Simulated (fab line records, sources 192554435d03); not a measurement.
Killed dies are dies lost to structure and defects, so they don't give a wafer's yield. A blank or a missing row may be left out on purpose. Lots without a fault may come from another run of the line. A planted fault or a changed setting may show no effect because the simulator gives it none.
Chamber matching | flow n5_finfet | N5_BEOL_M0_STRIP_142 on rie_diel-04: 4 sister chambers
The step strips in N2/H2, time 10 s. 18 wafers are shown with their chamber, then 9 later ones without.

WAFERS WITH THEIR CHAMBER
wafer  | chamber | showerhead_plenum_p_Torr (Torr) | drypump_motor_current_A (A) | throttle_valve_pct (%)
L076.3 | 0       | 2.60                            | 6.0                         | 23.43
L076.5 | 3       | 2.62                            | 5.1                         | 23.83
L076.6 | 2       | 2.59                            | 5.7                         | 23.55
L079.2 | 1       | 2.42                            | 5.6                         | 23.83
L079.3 | 0       | 2.60                            | 6.0                         | 23.43
L079.6 | 2       | 2.58                            | 5.7                         | 23.57
L083.2 | 1       | 2.41                            | 5.6                         | 23.83
L083.5 | 1       | 2.41                            | 5.6                         | 23.83
L083.6 | 0       | 2.60                            | 6.1                         | 23.21
L084.2 | 2       | 2.58                            | 5.7                         | 23.57
L084.3 | 1       | 2.41                            | 5.6                         | 23.84
L084.4 | 0       | 2.60                            | 6.0                         | 23.21
L086.1 | 3       | 2.62                            | 5.0                         | 23.15
L086.2 | 1       | 2.41                            | 5.6                         | 23.83
L086.6 | 1       | 2.41                            | 5.6                         | 23.83
L088.2 | 3       | 2.61                            | 5.1                         | 23.16
L088.5 | 3       | 2.62                            | 5.0                         | 23.17
L088.6 | 2       | 2.57                            | 5.7                         | 23.60

SIGNATURES (means of the wafers above)
reading                  | chamber 0 | chamber 1 | chamber 2 | chamber 3 | scatter within a chamber
showerhead_plenum_p_Torr | 2.6000    | 2.4117    | 2.5800    | 2.6175    | 0.00506
drypump_motor_current_A  | 6.025     | 5.600     | 5.700     | 5.050     | 0.0354
throttle_valve_pct       | 23.3200   | 23.8317   | 23.5725   | 23.3275   | 0.166
Rule: a wafer's distance from a chamber is the root of the sum, over the readings, of the square of ((its reading less the chamber's mean) divided by the reading's scatter). The wafer belongs to the nearest chamber; if the next one is less than 2 further off, it can't be placed. The scatter: the root of (the sum of the squares of (reading less its chamber's mean) over the shown wafers, divided by (wafers less chambers)).

WAFERS WITHOUT THEIR CHAMBER
wafer  | showerhead_plenum_p_Torr (Torr) | drypump_motor_current_A (A) | throttle_valve_pct (%)
L092.2 | 2.57                            | 5.7                         | 23.51
L092.4 | 2.59                            | 6.1                         | 23.25
L092.6 | 2.57                            | 5.7                         | 23.52
L094.1 | 2.57                            | 5.7                         | 23.53
L094.2 | 2.61                            | 5.1                         | 23.18
L094.3 | 2.58                            | 6.1                         | 23.24
L094.4 | 2.72                            | 5.6                         | 23.66
L094.5 | 2.61                            | 5.1                         | 23.17
L094.6 | 2.57                            | 5.7                         | 23.52

WHICH CHAMBER EACH WENT THROUGH
wafer  | from the rows above     | in truth
L092.2 | 2                       | 2
L092.4 | 0                       | 0
L092.6 | 2                       | 2
L094.1 | 2                       | 2
L094.2 | 3                       | 3
L094.3 | 0                       | 0
L094.4 | can't be placed: 3 or 0 | 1
L094.5 | 3                       | 3
L094.6 | 2                       | 2
Placed correctly: 8 of 9. Can't be placed from these rows: 1 (the true chamber is among the candidates in 0). Placed wrongly: 0.
